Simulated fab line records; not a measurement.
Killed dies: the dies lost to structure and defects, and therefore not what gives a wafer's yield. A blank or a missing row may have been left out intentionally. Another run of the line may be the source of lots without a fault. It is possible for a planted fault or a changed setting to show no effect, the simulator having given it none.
Split-lot trial / flow n5 finfet / route with 1938 steps; 7 lots, 15 wafers read

## THE SPLIT
At N5_BEOL_M2_SPUTTER_88 (material Cu, target thk 4.5 nm, time 8.29 s), the setting time s was moved away from the recipe's 8.29 s on 7 of the 15 wafers read, by -14.7% to +13.0%. For the rest of the wafers, this setting stayed at what the recipe calls for.

The split's own step is where the reading is taken.

## THE READING
Cu_of_BEOL_M2_SPUTTER_88.thk nm (the simulator's own value, which no gauge read), in nm, at N5_BEOL_M2_SPUTTER_88 (material Cu, target thk 4.5 nm, time 8.29 s). There is no usual value for it anywhere in the file. Across the 8 wafers here that went through the recipe, the average is 4.5 nm and the standard deviation 0.1 nm.

wafer=L074.3; tool, chamber at the split=pvd sputter-02, -; time s as run, s=8.873; against the recipe=+7.0%; Cu_of_BEOL_M2_SPUTTER_88.thk nm, nm=5; against lot-mates on the recipe=no lot-mate on the recipe
wafer=L074.4; tool, chamber at the split=pvd sputter-02, -; time s as run, s=8.873; against the recipe=+7.0%; Cu_of_BEOL_M2_SPUTTER_88.thk nm, nm=5; against lot-mates on the recipe=no lot-mate on the recipe
wafer=L077.1; tool, chamber at the split=pvd sputter-03, -; time s as run, s=9.371; against the recipe=+13.0%; Cu_of_BEOL_M2_SPUTTER_88.thk nm, nm=5; against lot-mates on the recipe=+0.5
wafer=L077.4; tool, chamber at the split=pvd sputter-03, -; time s as run, s=8.29; against the recipe=recipe; Cu_of_BEOL_M2_SPUTTER_88.thk nm, nm=4.4; against lot-mates on the recipe=-
wafer=L077.5; tool, chamber at the split=pvd sputter-03, -; time s as run, s=8.29; against the recipe=recipe; Cu_of_BEOL_M2_SPUTTER_88.thk nm, nm=4.6; against lot-mates on the recipe=-
wafer=L076.1; tool, chamber at the split=pvd sputter-02, -; time s as run, s=8.29; against the recipe=recipe; Cu_of_BEOL_M2_SPUTTER_88.thk nm, nm=4.4; against lot-mates on the recipe=-
wafer=L076.3; tool, chamber at the split=pvd sputter-02, -; time s as run, s=7.072; against the recipe=-14.7%; Cu_of_BEOL_M2_SPUTTER_88.thk nm, nm=3.6; against lot-mates on the recipe=-0.8
wafer=L086.1; tool, chamber at the split=pvd sputter-01, -; time s as run, s=8.29; against the recipe=recipe; Cu_of_BEOL_M2_SPUTTER_88.thk nm, nm=4.6; against lot-mates on the recipe=-
wafer=L086.6; tool, chamber at the split=pvd sputter-01, -; time s as run, s=8.956; against the recipe=+8.0%; Cu_of_BEOL_M2_SPUTTER_88.thk nm, nm=4.8; against lot-mates on the recipe=+0.2
wafer=L088.1; tool, chamber at the split=pvd sputter-03, -; time s as run, s=9.069; against the recipe=+9.4%; Cu_of_BEOL_M2_SPUTTER_88.thk nm, nm=5; against lot-mates on the recipe=no lot-mate on the recipe
wafer=L088.3; tool, chamber at the split=pvd sputter-03, -; time s as run, s=9.069; against the recipe=+9.4%; Cu_of_BEOL_M2_SPUTTER_88.thk nm, nm=5; against lot-mates on the recipe=no lot-mate on the recipe
wafer=L094.1; tool, chamber at the split=pvd sputter-03, -; time s as run, s=8.29; against the recipe=recipe; Cu_of_BEOL_M2_SPUTTER_88.thk nm, nm=4.4; against lot-mates on the recipe=-
wafer=L094.4; tool, chamber at the split=pvd sputter-03, -; time s as run, s=8.29; against the recipe=recipe; Cu_of_BEOL_M2_SPUTTER_88.thk nm, nm=4.4; against lot-mates on the recipe=-
wafer=L094.5; tool, chamber at the split=pvd sputter-03, -; time s as run, s=8.29; against the recipe=recipe; Cu_of_BEOL_M2_SPUTTER_88.thk nm, nm=4.6; against lot-mates on the recipe=-
wafer=L096.1; tool, chamber at the split=pvd sputter-01, -; time s as run, s=8.29; against the recipe=recipe; Cu_of_BEOL_M2_SPUTTER_88.thk nm, nm=4.6; against lot-mates on the recipe=-

FIT RESULTS
A straight line over all 15 wafers: Cu_of_BEOL_M2_SPUTTER_88.thk nm changes by +0.0539 nm for each +1% of time s; r = +0.95; the points scatter about the line by 0.12 nm.
The same after taking each lot's own level away (the mean of its wafers on the recipe; 11 wafers): +0.0446 nm for each +1%; r = +0.95; scatter 0.098 nm.
On that fit, the largest move of time s shifts the reading by 0.66 nm.
Across the lots, their own levels run from 4.40 to 4.60 nm, a range of 2.0 times the standard deviation given above.
So the lot-to-lot level changes the slope: the two fits differ.
Check: -0.518 nm against its lot-mates is what the line predicts for one of the wafers moved furthest among these (-14.7%) when that wafer is left out of the fit. Against them it came out at -0.8 nm.

## THE OTHER SPLITS THESE WAFERS WENT THROUGH
Other splits were also applied to these wafers ahead of the reading. Each is held against what the fit with the lots' levels taken away leaves over:
other split on the same wafers=N5_BEOL_M0_SAQP_SPACER1_ALD_98 ald cycles; wafers away from the commonest value=6; r with Cu_of_BEOL_M2_SPUTTER_88.thk nm (lot level and that fit taken away)=-0.22
other split on the same wafers=N5_BEOL_M0_SAQP_ETCH_107 source w; wafers away from the commonest value=4; r with Cu_of_BEOL_M2_SPUTTER_88.thk nm (lot level and that fit taken away)=+0.12
other split on the same wafers=N5_BEOL_M1_PECVD_72 time s; wafers away from the commonest value=4; r with Cu_of_BEOL_M2_SPUTTER_88.thk nm (lot level and that fit taken away)=-0.07

## THE FILE'S OWN FIT
Cu_of_BEOL_M2_SPUTTER_88.thk nm changes by +0.0435 nm for each +1% of time s, r = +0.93.
